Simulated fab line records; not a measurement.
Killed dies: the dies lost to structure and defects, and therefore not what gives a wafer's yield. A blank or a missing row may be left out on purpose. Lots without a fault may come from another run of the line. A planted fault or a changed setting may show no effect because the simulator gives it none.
One fault seen from 2 desks | flow nandHarc | only its own numbers are on each desk; what lay behind them is given at the end

TOOL OWNER'S DESK, rieMetal-02
The tool's own readings at NHARC_THIN_TSV_ETCH_59 (etches the open film in Cl2/BCl3, target depth 880 nm, time 138.1 s): means of the sampled wafers that have a number, for each lot that ran on this tool. Marked OUT: a lot whose mean sits more than 4 standard deviations from the usual mean, which makes it out of limits; the brackets give that distance.
Columns: A = drypumpMotorCurrentA at NHARC_THIN_TSV_ETCH_59, usual 5.54 A; B = oesProductAu at NHARC_THIN_TSV_ETCH_59, usual 1.003 a.u.; C = throttleValvePct at NHARC_THIN_TSV_ETCH_59, usual 22.265 %
lot  | first seen here | A    | B     | C
L953 | day 24 11:53    | 5.75 | 0.999 | 22.267
L954 | day 26 02:02    | 5.71 | 1.005 | 22.267
L960 | day 27 17:18    | 5.71 | 0.991 | 22.260
L968 | day 31 14:50    | 5.71 | 0.960 | 22.272
L971 | day 32 10:47    | 5.71 | 0.955 | 22.270
Result from this desk: across the 5 lots, nothing is out of limits.

METROLOGY DESK
Means of the sampled wafers that have a number, per lot and without regard to the tool the lot ran on: this is what the gauges read. Marked OUT: a lot whose mean sits more than 4 standard deviations from the usual mean, which makes it out of limits; the brackets give that distance.
Columns: A = thkNm at NHARC_A_M1_THK_MEAS_24, usual 154.3 nm
lot  | first seen here | A
L951 | day 23 11:19    | 155.6
L953 | day 23 14:19    | 153.5
L954 | day 25 02:34    | 154.0
L955 | day 26 03:34    | 153.0
L956 | day 26 06:12    | 153.6
L958 | day 26 08:58    | 155.5
L960 | day 26 18:12    | 154.3
L961 | day 27 08:25    | 154.1
L962 | day 28 06:01    | 152.8
L966 | day 28 20:48    | 153.4
L967 | day 29 20:46    | 156.3
L968 | day 30 14:40    | 154.3
L971 | day 31 08:12    | 155.2
L974 | day 32 11:37    | 154.0
Result from this desk: across the 14 lots, nothing is out of limits.

BROUGHT TOGETHER
The desk of the tool owner found nothing out of limits.
From the metrology desk's view, nothing was out of limits.

WHAT THE SIMULATOR HAD INSERTED
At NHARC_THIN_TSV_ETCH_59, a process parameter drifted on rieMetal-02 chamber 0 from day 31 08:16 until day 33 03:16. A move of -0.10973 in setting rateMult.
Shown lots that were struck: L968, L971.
